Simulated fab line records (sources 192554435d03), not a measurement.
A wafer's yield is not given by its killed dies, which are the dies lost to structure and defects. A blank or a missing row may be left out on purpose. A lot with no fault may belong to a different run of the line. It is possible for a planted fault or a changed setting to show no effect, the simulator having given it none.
Chamber matching    flow n5-finfet    N5_BEOL_M13_ILD_DEP_00 on pecvd-03: 3 sister chambers
The step deposits SiOC from DEMS/O2, target thk 837.92 nm, time 166.4 s. 16 wafers are shown with their chamber, then 8 later ones without.

WAFERS PAIRED WITH THEIR CHAMBERS
wafer   chamber  throttle-valve-pct (%)  heater-power-w (W)  showerhead-plenum-p-Torr (Torr)
L078.1  0        13.4                    429                 5.697
L078.3  1        12.1                    547                 5.696
L078.4  1        12.3                    446                 5.694
L084.2  2        11.4                    608                 5.717
L084.3  0        13.1                    358                 5.690
L084.4  0        13.2                    400                 5.679
L085.1  1        12.5                    544                 5.699
L085.2  2        11.5                    615                 5.683
L085.3  0        13.4                    368                 5.683
L089.1  0        13.1                    416                 5.683
L089.2  2        11.5                    556                 5.692
L089.3  1        12.4                    461                 5.694
L089.4  1        12.5                    500                 5.707
L089.5  2        11.7                    615                 5.677
L089.6  0        13.3                    445                 5.687
L088.2  2        11.6                    610                 5.689

SIGNATURES (averages over the wafers above)
reading                   chamber 0  chamber 1  chamber 2  scatter within a chamber
throttle-valve-pct        13.250     12.360     11.540     0.141
heater-power-w            402.67     499.60     600.80     36.2
showerhead-plenum-p-Torr  5.68650    5.69800    5.69160    0.00985
Rule: distance of a wafer from a chamber = root of the sum over the readings of ((wafer's reading minus chamber's mean) / reading's scatter) squared. If the next closest chamber is less than 2 further off than the closest, the wafer can't be placed; otherwise it belongs to the closest. The scatter is the square root of a quotient: the sum, over the shown wafers, of each reading's squared deviation from its chamber's mean, divided by wafers minus chambers.

WAFERS MISSING THEIR CHAMBER
wafer   throttle-valve-pct (%)  heater-power-w (W)  showerhead-plenum-p-Torr (Torr)
L088.3  12.5                    512                 5.698
L088.5  11.6                    631                 5.687
L094.1  11.4                    624                 5.699
L094.2  12.4                    532                 5.712
L094.3  13.6                    365                 5.698
L094.4  12.4                    431                 5.694
L094.5  13.0                    413                 5.693
L094.6  11.8                    667                 5.680

THE CHAMBER EACH PASSED THROUGH
wafer   from the rows above  in truth
L088.3  1                    1
L088.5  2                    2
L094.1  2                    2
L094.2  1                    1
L094.3  0                    0
L094.4  1                    1
L094.5  0                    0
L094.6  2                    2
Correctly placed: 8 of 8. Not placeable from these rows: 0. Placed wrongly: 0.
